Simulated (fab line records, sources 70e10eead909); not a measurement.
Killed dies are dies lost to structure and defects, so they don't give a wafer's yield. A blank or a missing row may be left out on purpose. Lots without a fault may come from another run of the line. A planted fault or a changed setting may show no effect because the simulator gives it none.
Which tool did it? | flow nand_harc | 13 lots, 38 wafers sampled, at 6 steps of a route of 1302

WHAT THE GAUGES READ, wafer by wafer
NHARC_A_ONON_D2_THK_MEAS_05: measures by ellipsometry. Usual: thk_nm 1001 nm, standard deviation 6.4.
lot  | measured     | on            | thk_nm (nm)    | flag
L891 | day 13 06:16 | film_metro-01 | 1013 1012 1010 |
L893 | day 13 03:31 | film_metro-01 | 997 998 997    |
L894 | day 13 23:45 | film_metro-02 | 1002 1001 999  |
L895 | day 14 07:01 | film_metro-02 | 996 995 996    |
L897 | day 14 22:56 | film_metro-01 | 1002 1001 1003 |
L900 | day 16 13:06 | film_metro-02 | 1039 1037      | OFF
L901 | day 17 02:24 | film_metro-01 | 997 1037 1036  | OFF
L906 | day 19 05:20 | film_metro-02 | 986 987 986    |
L908 | day 20 04:53 | film_metro-01 | 998 997 995    |
L909 | day 20 04:56 | film_metro-02 | 997 997 995    |
L911 | day 20 21:06 | film_metro-02 | 1011 1011 1010 |
L910 | day 21 20:16 | film_metro-01 | 993 993 994    |
L912 | day 22 06:44 | film_metro-02 | 1004 1004 1002 |

NHARC_A_ONON_D2_THK_MEAS_24: measures by ellipsometry. Usual: thk_nm 1001 nm, standard deviation 9.4.
lot  | measured     | on            | thk_nm (nm)    | flag
L891 | day 13 14:17 | film_metro-01 | 1004 1003 1002 |
L893 | day 13 14:18 | film_metro-02 | 1009 1011 1009 |
L894 | day 14 13:41 | film_metro-01 | 980 980 981    |
L895 | day 14 17:55 | film_metro-02 | 1007 1008 1007 |
L897 | day 15 09:13 | film_metro-01 | 1006 1007 1008 |
L900 | day 16 23:56 | film_metro-01 | 1003 1005      |
L901 | day 17 12:55 | film_metro-01 | 1009 1009 1009 |
L906 | day 19 16:08 | film_metro-01 | 1007 1006 1007 |
L908 | day 20 15:34 | film_metro-01 | 1009 1007 1006 |
L909 | day 20 15:34 | film_metro-02 | 1001 1002 1001 |
L911 | day 21 07:17 | film_metro-01 | 996 993 996    |
L910 | day 22 07:10 | film_metro-02 | 1000 1000 999  |
L912 | day 22 17:28 | film_metro-02 | 995 997 995    |

NHARC_END_SORT_01. Usual: killed_at_array 62, standard deviation 16; killed_at_other 0.8, standard deviation 1.1; killed_at_periphery 4, standard deviation 3.2; killed_dies 67, standard deviation 16; killed_open 3.5, standard deviation 1.9; killed_short 2.1, standard deviation 1.5.
lot  | measured     | on        | killed_at_array | killed_at_other | killed_at_periphery | killed_dies | killed_open | killed_short | flag
L900 | day 28 03:40 | prober-02 | 311 303         | 1 2             | 5 3                 | 317 308     | 0 2         | 2 2          | OFF
L901 | day 29 09:35 | prober-01 | 44 330 309      | 2 0 0           | 3 10 8              | 49 340 317  | 1 3 2       | 2 2 0        | OFF

WHICH TOOL RAN EACH LOT (tool, then ch and the chambers of the sampled wafers, then the start)
lot  | NHARC_A_DECK1_JOINT_CMP_13    | NHARC_A_DECK1_JOINT_ETCHBACK_00  | NHARC_A_ONON_D2_DEP_03
L891 | cmp-01 ch 0,2,3, day 11 20:50 | rie_si-05 ch 0,1,2, day 11 21:13 | pecvd_onon-01 ch 0, day 13 05:45
L893 | cmp-03 ch 0,1, day 12 05:26   | rie_si-02 ch 0,2, day 12 05:49   | pecvd_onon-02 ch 0, day 13 02:59
L894 | cmp-03 ch 0,1,3, day 12 18:18 | rie_si-05 ch 0,1,3, day 12 18:39 | pecvd_onon-01 ch 0, day 13 23:14
L895 | cmp-04 ch 0,2, day 13 03:47   | rie_si-05 ch 1,3, day 13 04:08   | pecvd_onon-02 ch 0, day 14 06:31
L897 | cmp-03 ch 2,3, day 14 00:00   | rie_si-01 ch 0,2,3, day 14 00:25 | pecvd_onon-02 ch 0, day 14 22:25
L900 | cmp-03 ch 1,2, day 15 07:01   | rie_si-02 ch 0,3, day 15 07:24   | pecvd_onon-04 ch 0, day 16 12:46
L901 | cmp-04 ch 0,1,3, day 15 21:30 | rie_si-05 ch 1,3, day 15 21:56   | pecvd_onon-04 ch 0, day 17 02:01
L906 | cmp-04 ch 0,1,3, day 18 06:23 | rie_si-02 ch 0,2, day 18 06:44   | pecvd_onon-02 ch 0, day 19 04:49
L908 | cmp-04 ch 1,2,3, day 19 03:53 | rie_si-05 ch 0,3, day 19 04:17   | pecvd_onon-02 ch 0, day 20 04:29
L909 | cmp-03 ch 0,1,3, day 19 03:55 | rie_si-01 ch 1,2, day 19 04:17   | pecvd_onon-04 ch 0, day 20 04:25
L911 | cmp-01 ch 0,1,2, day 19 21:24 | rie_si-01 ch 0,2,3, day 19 21:47 | pecvd_onon-01 ch 0, day 20 20:36
L910 | cmp-03 ch 1,2, day 20 10:44   | rie_si-05 ch 0,1,2, day 20 11:08 | pecvd_onon-01 ch 0, day 21 19:49
L912 | cmp-03 ch 1,2, day 21 00:16   | rie_si-01 ch 0,1,3, day 21 00:42 | pecvd_onon-04 ch 0, day 22 06:17
- NHARC_A_DECK1_JOINT_CMP_13: polishes, target thk 51.023 nm.
- NHARC_A_DECK1_JOINT_ETCHBACK_00: etches the open film in HBr, target depth 30 nm, time 17.4 s.
- NHARC_A_ONON_D2_DEP_03: target thk 1000 nm.

WHAT THE TOOLS THEMSELVES READ (means of the sampled wafers that have a number; where no wafer has one, the mark that the record gives instead)
NHARC_A_DECK1_JOINT_CMP_13. Usual: motor_current_A 11.6 A, standard deviation 1.1; time_to_endpoint_s 9.1 s, standard deviation 1.7.
lot  | tool   | motor_current_A (A) | time_to_endpoint_s (s) | flag
L891 | cmp-01 | 13.8                | 7.6                    |
L893 | cmp-03 | 12.0                | 8.1                    |
L894 | cmp-03 | 11.9                | 6.8                    |
L895 | cmp-04 | 11.6                | 8.8                    |
L897 | cmp-03 | 11.7                | 8.1                    |
L900 | cmp-03 | 10.8                | 11.8                   |
L901 | cmp-04 | 11.3                | 10.8                   |
L906 | cmp-04 | 10.8                | 10.6                   |
L908 | cmp-04 | 10.9                | 10.3                   |
L909 | cmp-03 | 11.8                | 10.4                   |
L911 | cmp-01 | 12.8                | 8.1                    |
L910 | cmp-03 | 11.4                | 8.4                    |
L912 | cmp-03 | 11.1                | 7.9                    |

NHARC_A_DECK1_JOINT_ETCHBACK_00. Usual: chamber_pressure_mTorr 14.998 mTorr, standard deviation 0.014; drypump_motor_current_A 5.9 A, standard deviation 0.44; he_backside_leak_sccm 2.7 sccm, standard deviation 0.31; oes_product_au 1.001 a.u., standard deviation 0.0073; throttle_valve_pct 23.266 %, standard deviation 0.0087.
lot  | tool      | chamber_pressure_mTorr (mTorr) | drypump_motor_current_A (A) | he_backside_leak_sccm (sccm) | oes_product_au (a.u.) | throttle_valve_pct (%) | flag
L891 | rie_si-05 | 15.001                         | 5.5                         | 2.7                          | 1.001                 | 23.267                 |
L893 | rie_si-02 | 14.998                         | 6.2                         | 2.9                          | 1.006                 | 23.264                 |
L894 | rie_si-05 | 15.003                         | 5.6                         | 2.5                          | 0.995                 | 23.266                 |
L895 | rie_si-05 | 15.002                         | 5.7                         | 2.5                          | 1.000                 | 23.266                 |
L897 | rie_si-01 | 15.002                         | 5.7                         | 2.8                          | 1.006                 | 23.264                 |
L900 | rie_si-02 | 15.006                         | 6.1                         | 2.7                          | 0.995                 | 23.264                 |
L901 | rie_si-05 | 15.006                         | 5.7                         | 2.4                          | 0.996                 | 23.259                 |
L906 | rie_si-02 | 15.005                         | 6.2                         | 2.9                          | 1.000                 | 23.268                 |
L908 | rie_si-05 | 14.999                         | 5.6                         | 2.5                          | 1.004                 | 23.263                 |
L909 | rie_si-01 | 14.995                         | 6.5                         | 2.7                          | 1.001                 | 23.277                 |
L911 | rie_si-01 | 14.998                         | 5.7                         | 2.7                          | 1.008                 | 23.273                 |
L910 | rie_si-05 | 15.002                         | 5.5                         | 2.8                          | 0.999                 | 23.264                 |
L912 | rie_si-01 | 14.992                         | 5.7                         | 2.8                          | 1.001                 | 23.271                 |

THE ANSWER, worked out from the rows above alone
Rule: a lot is off if the mean of its wafers that have a number lies more than 3 standard deviations from the usual mean. A lot without any number at a reading at which 4 lots or more have one is off too. The other lots that the step has rows for count as sound. The gauges are gone through in route order, then the tools' own readings, and for those a lot's mean is taken as printed above. The first step at which some lot is off is used, and at that step the reading that is off furthest; a lot without a number counts as furthest.
Off: L900, L901, at NHARC_A_ONON_D2_THK_MEAS_05 (thk_nm).
A tool fits if, at a process step before that reading, it ran every lot that is off, and no sound lot after the first of them. The gauges at NHARC_A_ONON_D2_THK_MEAS_05 aren't tried: what is off there is off at NHARC_END_SORT_01 too, on other tools, and a gauge's error can't cause that. None of those tried fits.

WHAT THE SIMULATOR HAD PUT IN
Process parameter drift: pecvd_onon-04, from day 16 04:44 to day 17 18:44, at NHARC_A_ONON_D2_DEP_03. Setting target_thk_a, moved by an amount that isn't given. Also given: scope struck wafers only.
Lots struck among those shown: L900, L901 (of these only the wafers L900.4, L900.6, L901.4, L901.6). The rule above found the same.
